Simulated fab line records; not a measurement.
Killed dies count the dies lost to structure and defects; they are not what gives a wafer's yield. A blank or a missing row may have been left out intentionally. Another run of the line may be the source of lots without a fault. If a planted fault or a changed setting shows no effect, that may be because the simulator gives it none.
fab line records -- flow nand_harc
record lots=6, wafers=18, last_day=33
route steps=1302 shown P_M2@328
lots untouched by any fault: they come from a run of this same line in which no faults occurred
start_h: the number of hours between the record's first day and the start of the first shown wafer of the lot -- wait_h: hours since the lot's step before -- " same as the row above -- L1.1+2: several wafers, shown together as one row -- - either no value or no given start -- * or withheld: withheld -- < > ~ a bound
route shown NAME@n: NAME is a module with steps in the file, n the number in the route of the first one -- usual: mean/standard deviation taken from wafers without a fault -- same: alike in all rows -- chamber/n: place in a boat -- sites: readings site by site -- _std_site: the values' standard deviation -- _edge_site: the outer-site mean with the inner-site mean subtracted -- radius_mm: for every site, how far away it sits from the centre of the wafer -- mask NAME#n: copy n -- behind: the most recent tool/chamber to have shaped the wafer -- hold: why the lot went on hold/how many hours it stayed there/how the hold came to an end -- device: transistor that didn't switch, given as n, p or np -- end of line: the same wafers' tests at the end of the route -- for a step that has no rows: nothing shown but its recipe -- killed: dies lost to structure and defects at the first sort, not the wafer's yield -- map: per-die view of a wafer (x killed, . not killed, _ where there is no die)
set.NAME: setting as actually run; set.NAME@STEP: the setting as run at that earlier step -- model.NAME: the simulator's own value behind a step, which no gauge read
a table for each step, a row for each wafer; lots at some steps of the route
services: a tool's chamber out of use, with start hour (start_h, from the record's first day; less than 0 if before it), hours out, and reason
## steps
# step NHARC_P_M2_CD_MEAS_09
# recipe target_cd_nm=170, landing_energy_ev=500
# usual cd_nm=170.0/0.61
lot.wafer,tool,chamber,start_h,wait_h,cd_nm
L635.2,cd_sem-03,0,125.44,-,169.7
L635.4,cd_sem-03,0,125.44,-,170.0
L635.6,cd_sem-03,0,125.44,-,169.7
L647.1,cd_sem-01,0,253.09,-,170.8
L647.3,cd_sem-01,0,253.09,-,170.2
L647.5,cd_sem-01,0,253.09,-,170.7
L650.3,cd_sem-01,0,275.15,-,169.8
L650.5,cd_sem-01,0,275.15,-,169.6
L650.6,cd_sem-01,0,275.15,-,168.7
L649.2,cd_sem-02,0,277.63,-,171.6
L649.3,cd_sem-02,0,277.63,-,170.1
L649.5,cd_sem-02,0,277.63,-,169.7
L657.1,cd_sem-01,0,348.68,-,168.9
L657.3,cd_sem-01,0,348.68,-,169.5
L657.4,cd_sem-01,0,348.68,-,169.1
L658.3,cd_sem-03,0,356.77,-,170.4
L658.5,cd_sem-03,0,356.77,-,170.0
L658.6,cd_sem-03,0,356.77,-,170.8
# step NHARC_P_M2_OVL_MEAS_10
# recipe pitch_nm=340
# usual overlay_x_nm=-0.1/0.9, overlay_y_nm=0.1/0.66
lot.wafer,tool,chamber,start_h,wait_h,overlay_x_nm,overlay_y_nm
L635.2,overlay-01,-,125.53,-,-1.1,-0.3
L635.4,overlay-01,-,125.53,-,-1.1,0.0
L635.6,overlay-01,-,125.53,-,-0.8,-0.1
L647.1,overlay-02,-,253.18,-,0.6,0.6
L647.3,overlay-02,-,253.18,-,0.3,0.3
L647.5,overlay-02,-,253.18,-,0.2,0.7
L650.3,overlay-01,-,275.24,-,1.6,-0.2
L650.5,overlay-01,-,275.24,-,1.9,0.3
L650.6,overlay-01,-,275.24,-,0.9,-0.4
L649.2,overlay-01,-,277.72,-,0.2,1.2
L649.3,overlay-01,-,277.72,-,1.0,1.6
L649.5,overlay-01,-,277.72,-,0.4,1.0
L657.1,overlay-01,-,348.77,-,0.2,-0.7
L657.3,overlay-01,-,348.77,-,0.1,-1.6
L657.4,overlay-01,-,348.77,-,-0.2,-0.9
L658.3,overlay-02,-,356.86,-,1.1,1.1
L658.5,overlay-02,-,356.86,-,0.6,0.6
L658.6,overlay-02,-,356.86,-,0.8,1.1
# step NHARC_P_M2_INSPECT_11
# usual raw_defect_count=4.8/2.9
lot.wafer,tool,chamber,start_h,wait_h,raw_defect_count
L635.2,defect_inspect-01,-,125.56,0.0,5
L635.4,defect_inspect-01,-,125.56,0.0,3
L635.6,defect_inspect-01,-,125.56,0.0,8
L647.1,defect_inspect-01,-,253.22,0.0,4
L647.3,defect_inspect-01,-,253.22,0.0,5
L647.5,defect_inspect-01,-,253.22,0.0,1
L650.3,defect_inspect-01,-,275.28,0.0,3
L650.5,defect_inspect-01,-,275.28,0.0,4
L650.6,defect_inspect-01,-,275.28,0.0,2
L649.2,defect_inspect-02,-,277.75,0.0,3
L649.3,defect_inspect-02,-,277.75,0.0,1
L649.5,defect_inspect-02,-,277.75,0.0,3
L657.1,defect_inspect-02,-,348.81,0.0,5
L657.3,defect_inspect-02,-,348.81,0.0,7
L657.4,defect_inspect-02,-,348.81,0.0,3
L658.3,defect_inspect-02,-,356.89,0.0,3
L658.5,defect_inspect-02,-,356.89,0.0,1
L658.6,defect_inspect-02,-,356.89,0.0,5
# step NHARC_P_M2_DESCUM_14
# recipe time_s=3, o2_flow_sccm=200, ar_flow_sccm=0, bias_power_w=0, chemistry=O2
# usual drypump_motor_current_A=5.7/0.49, oes_product_au=0.997/0.0076, rf_vpp_V=57.8/0.9, showerhead_plenum_p_Torr=1.92/0.066, throttle_valve_pct=11.310/0.0084
# same bias_power_w=0, time_s=3
lot.wafer,tool,chamber,start_h,wait_h,drypump_motor_current_A,oes_product_au,rf_hours_counter_h,rf_vpp_V,showerhead_plenum_p_Torr,throttle_valve_pct
L635.2,rie_diel-05,3,125.63,0.1,5.7,0.988,5,58.4,1.91,11.301
L635.4,rie_diel-05,1,125.63,0.1,6.5,0.996,5,56.2,1.80,11.318
L635.6,rie_diel-05,2,125.63,0.1,5.2,0.983,-,56.7,1.86,11.309
L647.3,rie_diel-11,3,253.28,0.1,4.8,1.000,9,59.3,1.86,11.309
L647.1,rie_diel-11,0,253.28,0.1,6.2,1.002,9,58.6,1.99,11.327
L647.5,rie_diel-11,3,253.28,0.1,4.7,1.001,-,57.5,1.86,11.310
L650.3,rie_diel-09,1,275.36,0.1,5.3,0.996,7,58.4,1.88,11.311
L650.6,rie_diel-09,3,275.36,0.1,5.9,0.999,-,57.2,1.90,11.301
L650.5,rie_diel-09,0,275.36,0.1,5.9,0.996,-,57.8,2.02,11.323
L649.3,rie_diel-11,1,277.81,0.1,6.0,1.000,0,59.0,2.01,11.300
L649.2,rie_diel-11,0,277.81,0.1,6.2,0.995,0,57.5,1.99,11.318
L649.5,rie_diel-11,1,277.81,0.1,6.0,1.004,-,57.0,2.01,11.305
L657.1,rie_diel-11,3,348.88,0.1,4.7,0.980,3,55.7,1.86,11.307
L657.3,rie_diel-11,0,348.88,0.1,6.2,1.006,3,59.3,1.99,11.312
L657.4,rie_diel-11,1,348.88,0.1,6.0,0.999,4,57.6,2.01,11.309
L658.3,rie_diel-05,0,356.97,0.1,5.1,1.003,7,58.6,1.93,11.308
L658.5,rie_diel-05,2,356.97,0.1,5.3,1.000,-,57.3,1.85,11.317
L658.6,rie_diel-05,3,356.97,0.1,5.7,1.002,-,58.0,1.91,11.292
# step NHARC_P_M2_ETCH_35
# recipe target_depth_a=400, overetch_a=120, time_s=43.94, ion_energy_ev=200, n2_flow_sccm=150, h2_flow_sccm=150, ar_flow_sccm=0, rf_w=400, bias_w=150, chemistry=N2/H2
# usual drypump_motor_current_A=5.7/0.48, n2_flow_sccm=150.1/0.45, oes_product_au=0.998/0.0072, rf_vpp_V=430.7/2, showerhead_plenum_p_Torr=2.05/0.069, throttle_valve_pct=14.172/0.0097
# same time_s=43.94
lot.wafer,tool,chamber,start_h,wait_h,drypump_motor_current_A,n2_flow_sccm,oes_product_au,rf_hours_counter_h,rf_vpp_V,showerhead_plenum_p_Torr,throttle_valve_pct
L635.4,rie_diel-05,0,125.71,0.1,5.0,150.6,1.001,5,430.5,2.06,14.175
L635.2,rie_diel-05,2,125.71,0.1,5.2,150.6,0.985,4,428.3,1.98,14.180
L635.6,rie_diel-05,1,125.71,0.1,6.5,149.8,1.016,-,427.4,1.92,14.168
L647.3,rie_diel-11,3,253.37,0.1,4.7,149.5,0.986,9,428.9,1.98,14.163
L647.1,rie_diel-11,1,253.37,0.1,6.0,150.3,0.998,9,432.8,2.15,14.186
L647.5,rie_diel-11,2,253.37,0.1,5.6,149.3,0.987,-,430.6,2.08,14.154
L650.3,rie_diel-09,2,275.43,0.1,6.1,149.8,0.998,8,430.5,2.09,14.171
L650.5,rie_diel-09,0,275.43,0.1,5.9,149.8,1.000,-,434.2,2.15,14.184
L650.6,rie_diel-09,1,275.43,0.1,5.3,150.2,0.991,-,429.0,2.00,14.160
L649.2,rie_diel-11,2,277.91,0.1,5.6,150.0,0.995,0,430.5,2.08,14.182
L649.3,rie_diel-11,3,277.91,0.1,4.7,149.8,0.989,0,430.6,1.98,14.169
L649.5,rie_diel-11,1,277.91,0.1,6.0,149.6,1.011,-,434.6,2.15,14.173
L657.3,rie_diel-11,0,348.95,0.1,6.2,150.3,0.999,3,432.5,2.12,14.165
L657.1,rie_diel-11,1,348.95,0.1,6.0,150.2,1.000,4,434.1,2.15,14.179
L657.4,rie_diel-11,2,348.95,0.1,5.6,149.6,0.994,4,431.6,2.08,14.165
L658.3,rie_diel-05,0,357.04,0.1,5.0,150.4,1.006,7,431.5,2.06,14.168
L658.5,rie_diel-05,0,357.04,0.1,5.0,149.9,1.005,-,432.1,2.06,14.175
L658.6,rie_diel-05,1,357.04,0.1,6.5,150.0,1.008,-,426.8,1.91,14.157
# step NHARC_P_M2_ETCH_15
# recipe target_depth_a=1825, time_s=91.2, c4f8_flow_sccm=withheld, ar_flow_sccm=400, rf_w=600, bias_w=300, chemistry=C4F8/Ar
# usual oes_product_au=0.939/0.023, rf_vpp_V=441.2/2.1
# same time_s=91.2
lot.wafer,tool,chamber,start_h,wait_h,oes_product_au,rf_hours_counter_h,rf_vpp_V
L635.4,rie_diel-05,2,-,-,0.962,4,439.1
L635.2,rie_diel-05,3,-,-,0.959,5,439.7
L635.6,rie_diel-05,1,-,-,0.980,-,438.0
L647.3,rie_diel-11,0,-,-,0.932,9,443.1
L647.1,rie_diel-11,2,-,-,0.920,7,442.3
L647.5,rie_diel-11,3,-,-,0.923,-,439.1
L650.3,rie_diel-09,2,-,-,0.922,8,441.9
L650.5,rie_diel-09,1,-,-,0.926,-,439.9
L650.6,rie_diel-09,2,-,-,0.924,-,442.3
L649.3,rie_diel-11,2,-,-,0.942,0,439.9
L649.2,rie_diel-11,0,-,-,0.967,0,442.9
L649.5,rie_diel-11,1,-,-,0.970,-,442.7
L657.4,rie_diel-11,0,-,-,0.925,3,443.4
L657.1,rie_diel-11,1,-,-,0.928,4,446.4
L657.3,rie_diel-11,2,-,-,0.919,4,442.8
L658.3,rie_diel-05,1,-,-,0.965,5,437.0
L658.6,rie_diel-05,2,-,-,0.922,-,439.3
L658.5,rie_diel-05,3,-,-,0.910,-,439.7
# step NHARC_P_M2_CD_MEAS_16
# usual cd_nm=169.9/0.84
lot.wafer,tool,chamber,start_h,wait_h,cd_nm
L635.2,cd_sem-01,-,125.93,-,169.5
L635.4,cd_sem-01,-,125.93,-,169.9
L635.6,cd_sem-01,-,125.93,-,169.9
L647.1,cd_sem-02,-,253.58,-,170.3
L647.3,cd_sem-02,-,253.58,-,170.2
L647.5,cd_sem-02,-,253.58,-,169.7
L650.3,cd_sem-01,-,275.65,-,169.6
L650.5,cd_sem-01,-,275.65,-,169.7
L650.6,cd_sem-01,-,275.65,-,169.1
L649.2,cd_sem-01,-,278.12,-,171.2
L649.3,cd_sem-01,-,278.12,-,171.7
L649.5,cd_sem-01,-,278.12,-,170.3
L657.1,cd_sem-01,-,349.17,-,169.1
L657.3,cd_sem-01,-,349.17,-,168.3
L657.4,cd_sem-01,-,349.17,-,168.8
L658.3,cd_sem-02,-,357.27,-,170.1
L658.5,cd_sem-02,-,357.27,-,170.2
L658.6,cd_sem-02,-,357.27,-,170.1
# step NHARC_P_M2_STRIP_18
# recipe power_w=1000, n2_flow_sccm=150, h2_flow_sccm=150, ar_flow_sccm=0, bias_w=0, chemistry=N2/H2
# step NHARC_P_M2_ETCH_28
# recipe target_depth_a=300, over_etch_frac=0.3, time_s=72.99, ion_energy_ev=150, cf4_flow_sccm=50, n2_flow_sccm=100, ar_flow_sccm=150, rf_w=300, bias_w=100, chemistry=CF4/N2
# step NHARC_P_M2_STRIP_19
# recipe time_s=600, temp_c=30, chemistry=post_etch_residue_remover
# step NHARC_P_M2_DEGAS_29
# recipe temp_c=250, time_s=60
# step NHARC_P_M2_PRE_CLEAN_30
# recipe time_s=30, temp_c=280, gas=H2/He
# usual heater_power_w=416/36, susceptor_temp_C=279.98/0.17
# same time_s=30
lot.wafer,tool,chamber,start_h,wait_h,heater_power_w,susceptor_temp_C
L635.2,pvd_sputter-02,-,-,-,422,279.67
L635.4,pvd_sputter-02,-,-,-,426,279.97
L635.6,pvd_sputter-02,-,-,-,434,280.12
L647.3,pvd_sputter-01,-,-,-,476,279.87
L647.1,pvd_sputter-01,-,-,-,418,280.12
L647.5,pvd_sputter-01,-,-,-,470,279.71
L650.3,pvd_sputter-01,-,-,-,456,280.08
L650.6,pvd_sputter-01,-,-,-,455,280.01
L650.5,pvd_sputter-01,-,-,-,371,280.04
L649.2,pvd_sputter-02,-,-,-,432,-
L649.3,pvd_sputter-02,-,-,-,422,-
L649.5,pvd_sputter-02,-,-,-,415,-
L657.3,pvd_sputter-01,-,-,-,422,-
L657.4,pvd_sputter-01,-,-,-,374,-
L657.1,pvd_sputter-01,-,-,-,369,-
L658.3,pvd_sputter-02,-,-,-,462,279.51
L658.6,pvd_sputter-02,-,-,-,447,280.04
L658.5,pvd_sputter-02,-,-,-,443,279.76
# step NHARC_P_M2_PVD_20
# recipe target_thk_a=50, bias_v=168.6, power_w=15000, chamber_pressure_pa=0.12, time_s=8.06, substrate_temp_c=50, material=TaN
# usual bias_v=168.6/1.8, cathode_dc_power_W=15000/2.6, substrate_temp_c=50.00/0.12, throttle_valve_pct=30.1/0.99, time_s=8.06/0
lot.wafer,tool,chamber,start_h,wait_h,bias_v,cathode_dc_power_W,substrate_temp_c,throttle_valve_pct,time_s
L635.4,pvd_sputter-02,-,126.77,-,168.4,15002,50.21,28.0,8.06
L635.2,pvd_sputter-02,-,126.77,-,166.0,14996,49.93,30.6,8.06
L635.6,pvd_sputter-02,-,126.77,-,167.7,15002,50.01,30.0,8.06
L647.1,pvd_sputter-02,-,254.44,-,170.2,14997,50.00,30.5,8.06
L647.3,pvd_sputter-02,-,254.44,-,169.8,15001,49.95,30.4,8.06
L647.5,pvd_sputter-02,-,254.44,-,170.3,15003,49.77,28.6,8.06
L650.3,pvd_sputter-01,-,276.58,-,-,-,-,-,-
L650.6,pvd_sputter-01,-,276.58,-,-,-,-,-,-
L650.5,pvd_sputter-01,-,276.58,-,-,-,-,-,-
L649.3,pvd_sputter-02,-,279.13,-,-,-,-,-,-
L649.2,pvd_sputter-02,-,279.13,-,-,-,-,-,-
L649.5,pvd_sputter-02,-,279.13,-,-,-,-,-,-
L657.3,pvd_sputter-01,-,350.13,-,168.6,15000,50.00,29.1,8.06
L657.1,pvd_sputter-01,-,350.13,-,167.9,14999,49.75,30.1,8.06
L657.4,pvd_sputter-01,-,350.13,-,169.2,15000,49.95,31.1,8.06
L658.3,pvd_sputter-02,-,358.09,-,168.5,14998,50.07,30.0,8.06
L658.5,pvd_sputter-02,-,358.09,-,168.6,14999,50.12,29.9,8.06
L658.6,pvd_sputter-02,-,358.09,-,169.1,15000,49.86,30.9,8.06
# step NHARC_P_M2_PVD_21
# recipe target_thk_a=300, chamber_pressure_pa=5, power_w=5000, substrate_temp_c=30, time_s=20.49, material=Cu
# usual cathode_dc_power_W=4999.9/0.89, chamber_pressure_pa=5.001/0.01, substrate_temp_c=29.99/0.11, throttle_valve_pct=30.1/1
# same time_s=20.49
lot.wafer,tool,chamber,start_h,wait_h,cathode_dc_power_W,chamber_pressure_pa,substrate_temp_c,throttle_valve_pct
L635.4,pvd_sputter-02,-,-,-,4999.2,4.991,30.04,30.7
L635.2,pvd_sputter-02,-,-,-,5001.1,5.004,29.92,30.4
L635.6,pvd_sputter-02,-,-,-,4999.3,5.003,29.92,28.4
L647.1,pvd_sputter-03,-,254.57,-,5000.0,4.996,29.99,28.6
L647.3,pvd_sputter-03,-,254.57,-,4997.5,5.013,30.04,30.2
L647.5,pvd_sputter-03,-,254.57,-,5000.3,4.996,29.93,31.7
L650.3,pvd_sputter-01,-,-,-,4998.9,5.003,30.13,29.1
L650.5,pvd_sputter-01,-,-,-,4998.1,5.001,29.99,29.4
L650.6,pvd_sputter-01,-,-,-,5000.6,4.998,30.06,31.4
L649.3,pvd_sputter-02,-,-,-,5000.0,4.996,30.15,30.9
L649.2,pvd_sputter-02,-,-,-,5000.0,4.995,30.14,30.6
L649.5,pvd_sputter-02,-,-,-,5001.0,5.026,30.08,30.1
L657.1,pvd_sputter-01,-,-,-,5000.3,4.995,30.01,31.2
L657.3,pvd_sputter-01,-,-,-,5001.5,5.014,29.91,29.1
L657.4,pvd_sputter-01,-,-,-,5000.3,5.008,29.98,31.6
L658.3,pvd_sputter-02,-,-,-,5000.6,4.998,29.98,28.3
L658.5,pvd_sputter-02,-,-,-,5001.0,5.012,30.10,30.9
L658.6,pvd_sputter-02,-,-,-,5001.9,5.002,30.06,29.7
## services
tool,chamber,start_h,hours,kind
pvd_sputter-02,-,104.00,10.0,pm
rie_diel-05,2,109.98,8.3,repair
rie_diel-09,3,111.73,2.7,repair
rie_diel-09,0,119.60,4.2,repair
rie_diel-09,-,143.10,9.0,pm
pvd_sputter-02,-,143.23,6.6,repair
pvd_sputter-03,-,170.04,10.0,pm
rie_diel-05,-,176.25,0.7,repair
rie_diel-11,2,191.29,28.6,repair
pvd_sputter-03,-,210.11,8.5,repair
pvd_sputter-01,-,211.54,29.8,repair
rie_diel-11,2,228.53,4.4,repair
rie_diel-05,-,229.60,9.0,pm
pvd_sputter-02,-,230.89,10.5,repair
pvd_sputter-01,-,241.35,10.0,pm
rie_diel-11,-,255.75,9.0,pm
rie_diel-05,1,259.48,20.4,repair
rie_diel-09,3,271.37,3.9,repair
rie_diel-05,0,277.26,2.3,repair
pvd_sputter-02,-,282.00,10.0,pm
rie_diel-11,3,311.28,1.7,repair
rie_diel-09,-,320.10,9.0,pm
rie_diel-05,-,336.81,0.3,repair
rie_diel-09,0,347.62,5.8,repair
## key
first_sign step=NHARC_P_M2_PVD_20, reading=tool_record, direction=missing
effect none on later readings
met_at NHARC_P_M2_PVD_20
struck_wafers L649.2,L649.3,L649.5,L650.3,L650.5,L650.6
later_rows_left_out L649.2,L649.3,L649.5,L650.3,L650.5,L650.6
sort_left_out L649.2,L649.3,L649.5,L650.3,L650.5,L650.6
onset_between 254.44 276.58
fault kind=skipped_step_whole, tool=pvd_sputter-01,pvd_sputter-02, chamber=-, onset_h=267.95, steps=NHARC_P_M2_PVD_20, scope=struck_lots_only
# sort_left_out: the simulated sort isn't trusted on such a fault, so these wafers' sort isn't shown, and their yield isn't known
# later_rows_left_out: the simulator's readings of these wafers behind a module that went badly wrong aren't trusted and aren't shown, but for the sort
